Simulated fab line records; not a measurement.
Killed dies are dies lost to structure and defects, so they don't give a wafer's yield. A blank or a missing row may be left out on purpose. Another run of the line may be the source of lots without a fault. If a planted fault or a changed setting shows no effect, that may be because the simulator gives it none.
Matching of chambers    flow n5-finfet    N5_BEOL_M12_ILD_DEP_00 on pecvd-03 has 3 sister chambers
The step deposits SiOC from DEMS/O2, target thk 658.92 nm, time 130.7 s. 6 wafers are shown with their chamber, then 7 later ones without.

EACH WAFER AND ITS CHAMBER
wafer   chamber  throttle-valve-pct (%)  showerhead-plenum-p-Torr (Torr)
L083.2  0        14.4                    5.681
L085.3  1        12.4                    5.722
L085.5  1        12.8                    5.728
L085.6  2        10.7                    5.714
L086.1  2        10.9                    5.714
L086.4  0        14.5                    5.677

WAFERS WITH NO CHAMBER GIVEN
wafer   throttle-valve-pct (%)  showerhead-plenum-p-Torr (Torr)
L086.5  12.4                    5.727
L092.2  11.0                    5.712
L092.3  12.7                    5.735
L092.6  10.7                    5.706
L096.3  14.7                    5.682
L096.4  10.7                    5.719
L096.5  14.3                    5.709

EACH ONE'S CHAMBER
wafer   from the rows above      in truth
L086.5  1                        1
L092.2  2                        2
L092.3  1                        1
L092.6  2                        2
L096.3  0                        0
L096.4  2                        2
L096.5  can't be placed: 0 or 1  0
Placed correctly: 6 of 7. Cannot be placed on the basis of these rows: 1; the candidates contain the true chamber in 1. 0 placed wrongly.
How it was worked out, from the rows above alone: a wafer's distance from a chamber is the root of the sum, over the readings, of the square of ((its reading less the chamber's mean) divided by the reading's scatter). The wafer belongs to the nearest chamber; if the next one is less than 2 further off, it can't be placed. For every chamber, the mean is computed from those of its wafers that are shown. The scatter: take each reading less its chamber's mean, square it, sum over the shown wafers, divide by the number of wafers less the number of chambers, and take the root.
